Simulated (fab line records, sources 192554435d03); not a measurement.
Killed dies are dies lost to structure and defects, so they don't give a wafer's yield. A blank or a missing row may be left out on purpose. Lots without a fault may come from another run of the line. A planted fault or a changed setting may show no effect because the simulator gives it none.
fab line records | flow n5_finfet | part 2 of 2: steps 23 to 30 of 30
record lots=5 wafers=15 last_day=16
route steps=1938 shown ZERO_LAYER@4 WELL_APT@20
lots that met no fault: from a run of the same line without faults
start_h: hours from the record's first day to the start of the lot's first wafer shown | wait_h: hours since the lot's step before | " the same as in the row above | L1.1+2: a row that stands for several wafers | - no value, or no start given | * or withheld: withheld | < > ~ a bound
route shown NAME@n: a module of which the file shows steps, and the number in the route of the first | usual: mean/standard deviation of fault-free wafers | same: alike in all rows | chamber/n: place in a boat | sites: the reading at each site | _std_site: their standard deviation | _edge_site: outer sites' mean less inner sites' | radius_mm: how far each site lies from the wafer's centre | mask NAME#n: copy n | behind: the tool/chamber that last shaped the wafer | hold: why the lot was held/for how many hours/how that ended | device: the transistor (n, p or np) that didn't switch | end of line: the same wafers' tests at the end of the route | a step without rows: its recipe alone | killed: dies lost to structure and defects at the first sort, not the wafer's yield | map: a wafer's dies, x killed, . not, _ none there
set.NAME: the setting as run; set.NAME@STEP: as run at that earlier step | model.NAME: the simulator's own value behind a step, which no gauge read
lots at some steps of the route; a table a step, a row a wafer
services: from which hour (start_h, from the record's first day; less than 0 if before it) a tool's chamber was out of use, for how many hours, and why
## steps
# step N5_WELL_APT_DEVELOP_07
# recipe develop_time_s=45 rinse_liquid=surfactant_rinse dry=air_spin dev_temp_c=21
# usual resist_line_temp_C=22.99/0.11
# columns lot.wafer tool chamber start_h wait_h resist_line_temp_C
L077.1 litho_track-01 0 - - 23.08
L077.5 " 0 " " 23.01
L077.6 " 0 " " 23.12
L079.3 litho_track-01 0 - - 23.00
L079.5 " 0 " " 22.90
L079.6 " 0 " " 23.01
L086.1 litho_track-01 0 - - 23.06
L086.2 " 0 " " 23.05
L086.5 " 0 " " 22.98
L091.2 litho_track-01 0 - - 22.86
L091.3 " 0 " " 22.80
L091.6 " 0 " " 22.75
L092.3 litho_track-05 0 - - 22.98
L092.4 " 0 " " 22.91
L092.6 " 0 " " 22.84
# step N5_WELL_APT_HARDBAKE_12
# recipe temp_c=130 time_s=120
# usual resist_line_temp_C=23.02/0.09
# columns lot.wafer tool chamber start_h wait_h resist_line_temp_C
L077.1 litho_track-01 0 - - 23.10
L077.5 " 0 " " 22.95
L077.6 " 0 " " 23.02
L079.3 litho_track-01 0 - - 23.08
L079.5 " 0 " " 23.00
L079.6 " 0 " " 23.13
L086.1 litho_track-01 0 - - 23.16
L086.2 " 0 " " 23.20
L086.5 " 0 " " 23.09
L091.2 litho_track-01 0 - - 23.00
L091.3 " 0 " " 23.05
L091.6 " 0 " " 23.09
L092.3 litho_track-05 0 - - 22.96
L092.4 " 0 " " 22.97
L092.6 " 0 " " 22.96
# step N5_WELL_APT_CD_MEAS_08
# recipe target_cd_nm=200 landing_energy_ev=500 detector=se_inlens
# usual cd_nm=199.2/1.8
# columns lot.wafer tool chamber start_h wait_h cd_nm
L077.1 cd_sem-02 0 31.58 - 200.9
L077.5 " 0 " " 197.8
L077.6 " 0 " " 198.2
L079.3 cd_sem-01 0 43.75 - 198.0
L079.5 " 0 " " 197.3
L079.6 " 0 " " 198.7
L086.1 cd_sem-02 0 86.08 - 201.3
L086.2 " 0 " " 197.2
L086.5 " 0 " " 198.6
L091.2 cd_sem-02 0 115.82 - 199.6
L091.3 " 0 " " 198.1
L091.6 " 0 " " 199.6
L092.3 cd_sem-02 0 121.90 - 199.5
L092.4 " 0 " " 198.5
L092.6 " 0 " " 197.6
# step N5_WELL_APT_OVL_MEAS_09
# recipe points_per_wafer=44
# usual NWELL_OVL=0/5.9
# same points_per_wafer=44
# columns lot.wafer tool chamber start_h wait_h NWELL_OVL[nm]
L077.1 overlay-02 0 31.61 0.0 0
L077.5 " 0 " " -10
L077.6 " 0 " " 0
L079.3 overlay-02 0 43.78 0.0 -6
L079.5 " 0 " " -9
L079.6 " 0 " " -3
L086.1 overlay-02 0 86.11 0.0 -3
L086.2 " 0 " " -4
L086.5 " 0 " " -1
L091.2 overlay-01 0 115.85 0.0 -9
L091.3 " 0 " " -3
L091.6 " 0 " " -5
L092.3 overlay-01 0 121.93 0.0 0
L092.4 " 0 " " 5
L092.6 " 0 " " 8
# step N5_WELL_APT_INSPECT_10
# recipe mode=adi inspect_instrument=macro
# usual raw_defect_count=2/1.4
# columns lot.wafer tool chamber start_h wait_h raw_defect_count
L077.1 defect_inspect-02 - 31.63 0.0 2
L077.5 " - " " 0
L077.6 " - " " 1
L079.3 defect_inspect-02 - 43.81 0.0 2
L079.5 " - " " 2
L079.6 " - " " 1
L086.1 defect_inspect-02 - 86.14 0.0 3
L086.2 " - " " 3
L086.5 " - " " 3
L091.2 defect_inspect-01 - 115.87 0.0 3
L091.3 " - " " 3
L091.6 " - " " 1
L092.3 defect_inspect-02 - 121.95 0.0 3
L092.4 " - " " 3
L092.6 " - " " 2
# step N5_WELL_APT_DESCUM_13
# recipe chemistry=O2 time_s=7.9 source_power_w=50 bias_power_w=20 pressure_mtorr=20 rf_frequency_hz=2.712e+07 temp_c=40 o2_flow_sccm=225
# usual bias_power_w=20.00/0.059 drypump_motor_current_A=5.7/0.46 oes_product_au=0.79/0.1 rf_vpp_V=243.2/1.5 showerhead_plenum_p_Torr=2.10/0.074 temp_c=39.99/0.13 throttle_valve_pct=20.45/0.24
# columns lot.wafer tool chamber start_h wait_h bias_power_w drypump_motor_current_A oes_product_au rf_hours_counter_h rf_vpp_V showerhead_plenum_p_Torr temp_c throttle_valve_pct
L077.1 rie_diel-02 2 31.67 0.0 19.95 5.8 0.69 230 242.7 2.15 40.22 20.55
L077.5 " 3 " " 20.11 6.2 0.71 - 243.4 2.06 40.16 20.54
L077.6 " 2 " " 19.92 5.8 0.69 - 244.9 2.15 40.20 20.55
L079.3 rie_diel-02 3 43.87 0.1 19.99 6.1 0.70 214 242.5 2.06 40.10 20.55
L079.5 " 3 " " 19.95 6.1 0.70 - 242.7 2.06 40.13 20.56
L079.6 " 2 " " 19.97 5.8 0.69 - 244.7 2.15 40.10 20.57
L086.1 rie_diel-02 2 86.31 0.2 19.99 5.8 0.68 245 244.5 2.15 40.03 20.56
L086.2 " 0 " " 19.97 5.5 1.01 1 246.5 2.25 40.15 20.35
L086.5 " 0 " " 20.01 5.5 1.00 - 244.8 2.25 40.07 20.35
L091.2 rie_diel-01 3 116.04 0.2 20.07 5.4 0.93 17 242.6 2.03 39.97 20.16
L091.3 " 1 " " 20.01 5.0 0.74 154 243.4 2.03 39.91 21.04
L091.6 " 0 " " 20.03 4.7 0.75 - 243.8 2.06 40.11 20.15
L092.3 rie_diel-02 0 122.72 0.8 19.94 5.5 0.94 16 245.4 2.24 40.12 20.35
L092.4 " 3 " " 20.08 6.1 0.68 240 241.8 2.05 39.93 20.58
L092.6 " 0 " " 19.92 5.5 0.93 - 245.5 2.24 40.07 20.36
# step N5_WELL_APT_IMPLANT_14
# recipe species=P energy_kev=160 dose_cm2=1.5e+13 tilt_deg=0 rotation_deg=0
# usual beam_energy_keV=160.00/0.047 faraday_current_uA=191/3.8
# columns lot.wafer tool chamber start_h wait_h beam_energy_keV faraday_current_uA
L077.1 implanter-02 0 31.77 0.1 159.96 184
L077.5 " 0 " " 159.97 198
L077.6 " 0 " " 160.00 190
L079.3 implanter-01 0 44.03 0.1 160.01 186
L079.5 " 0 " " 160.03 188
L079.6 " 0 " " 160.02 189
L086.1 implanter-01 0 86.41 0.1 160.05 187
L086.2 " 0 " " 160.04 188
L086.5 " 0 " " 160.00 192
L091.2 implanter-02 0 116.17 0.1 160.02 195
L091.3 " 0 " " 160.03 186
L091.6 " 0 " " 160.02 192
L092.3 implanter-01 0 122.88 0.1 159.94 194
L092.4 " 0 " " 159.93 192
L092.6 " 0 " " 159.93 194
# step N5_WELL_APT_IMPLANT_15
# recipe species=As energy_kev=25 dose_cm2=1.5e+13 tilt_deg=0 rotation_deg=0
# usual beam_energy_keV=25.001/0.0073 faraday_current_uA=190/3.9
# columns lot.wafer tool chamber start_h wait_h beam_energy_keV faraday_current_uA
L077.1 implanter-02 0 31.95 0.1 24.999 194
L077.5 " 0 " " 24.997 181
L077.6 " 0 " " 25.010 189
L079.3 implanter-01 0 44.21 0.1 25.000 194
L079.5 " 0 " " 24.995 195
L079.6 " 0 " " 25.003 194
L086.1 implanter-01 0 86.59 0.1 24.999 185
L086.2 " 0 " " 25.010 197
L086.5 " 0 " " 25.013 188
L091.2 implanter-02 0 116.35 0.1 25.011 189
L091.3 " 0 " " 25.018 186
L091.6 " 0 " " 25.015 183
L092.3 implanter-01 0 123.06 0.1 24.999 191
L092.4 " 0 " " 24.995 186
L092.6 " 0 " " 24.997 191
## services
# columns tool chamber start_h hours kind
krf_scanner-02 - 8.22 1.0 pm
rie_diel-01 2 20.42 10.9 repair
implanter-02 - 20.64 3.0 pm
rie_diel-01 0 24.21 21.6 repair
rie_si-04 2 27.55 11.5 repair
krf_scanner-01 - 29.40 4.0 pm
krf_scanner-01 - 33.42 0.8 pm
rie_diel-01 1 38.11 1.3 repair
plasma_asher-02 - 40.51 1.3 repair
krf_scanner-01 - 56.02 0.8 pm
rie_diel-01 3 59.97 1.7 repair
krf_scanner-02 - 61.55 1.3 pm
implanter-02 - 64.52 3.1 pm
litho_track-03 - 67.12 - consumable_replace:filter
rie_diel-02 - 72.54 11.6 repair
plasma_asher-01 - 80.62 13.4 repair
rie_si-04 - 86.73 2.8 pm
krf_scanner-02 - 90.02 2.5 repair
rie_si-04 0 96.68 7.0 repair
rie_diel-02 2 96.77 1.5 repair
rie_diel-05 - 97.29 2.8 pm
krf_scanner-01 - 98.78 1.0 pm
rie_si-04 2 99.52 3.7 repair
krf_scanner-02 - 106.48 8.9 repair
